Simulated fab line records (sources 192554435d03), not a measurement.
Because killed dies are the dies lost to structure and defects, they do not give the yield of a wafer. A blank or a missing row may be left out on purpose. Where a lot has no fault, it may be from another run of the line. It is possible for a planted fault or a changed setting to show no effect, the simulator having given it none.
Which tool was responsible? ; flow n5 finfet ; 6 lots with 18 wafers sampled at 4 steps, on a route of 1938 steps

== WHAT EACH GAUGE READ, for each wafer ==
N5_MOL_CONTACT_COAG_INSPECT_97: inspects for defects (darkfield).
lot;measured;on;raw defect count
L716;day 5 16:08;defect inspect-01;45 50 52
L719;day 6 11:06;defect inspect-02;36 69 57
L722;day 7 09:52;defect inspect-01;44 33 37
L731;day 9 12:14;defect inspect-01;51 61 72
L733;day 10 00:32;defect inspect-01;33 28 54
L738;day 11 05:05;defect inspect-01;23 43 42

== EACH LOT AND THE TOOL THAT RAN IT (in order: tool; ch and the chambers of the sampled wafers; start) ==
lot;N5_MOL_CONTACT_COAG_DESCUM_45;N5_MOL_CONTACT_COAG_CVD_140;N5_MOL_CONTACT_COAG_CMP_52
L716;rie diel-05 ch 0,1,3, day 5 08:38;cvd w-01 ch 0,1, day 5 09:35;cmp-02 ch 0,2,3, day 5 12:47
L719;rie diel-03 ch 1,3, day 6 06:28;cvd w-01 ch 0,1, day 6 07:25;cmp-01 ch 0,1, day 6 07:44
L722;rie diel-03 ch 1,2, day 7 05:12;cvd w-02 ch 0,1, day 7 06:14;cmp-02 ch 0,1,3, day 7 06:28
L731;rie diel-04 ch 1,2,3, day 9 05:19;cvd w-02 ch 0,1, day 9 06:29;cmp-01 ch 0,1,3, day 9 06:50
L733;rie diel-05 ch 0,3, day 9 19:50;cvd w-01 ch 0, day 9 20:50;cmp-02 ch 1,2,3, day 9 21:12
L738;rie diel-04 ch 0,2,3, day 11 00:07;cvd w-02 ch 0,1, day 11 01:05;cmp-02 ch 0,1,2, day 11 01:25
- N5_MOL_CONTACT_COAG_DESCUM_45: chemistry O2, time 7 s.
- N5_MOL_CONTACT_COAG_CVD_140: deposits W, target thk 66.5 nm, time 215 s.
- N5_MOL_CONTACT_COAG_CMP_52: polishes, stops on SiO2, t overpolish 1.5 s, target thk 66.5 nm.

== THE ANSWER, worked out from the rows above alone ==
Rule: what is usual is taken from the lots themselves. Put in order of their means at a reading, lots are off if they are a third of the lots or fewer, leave a main group of 4 or more, and stand apart from it by a gap of 3 or more times the standard deviation of the main group's means; of several such gaps the widest counts. The tables above print the reading to a certain number of digits; a main group whose means all agree to those digits is not used. Also off: a lot with no number at a reading for which 4 or more lots have one. The other lots that the step has rows for count as sound.
Nothing can be told from this: no lot is off at any reading shown.

== WHAT HAD BEEN PUT IN BY THE SIMULATOR ==
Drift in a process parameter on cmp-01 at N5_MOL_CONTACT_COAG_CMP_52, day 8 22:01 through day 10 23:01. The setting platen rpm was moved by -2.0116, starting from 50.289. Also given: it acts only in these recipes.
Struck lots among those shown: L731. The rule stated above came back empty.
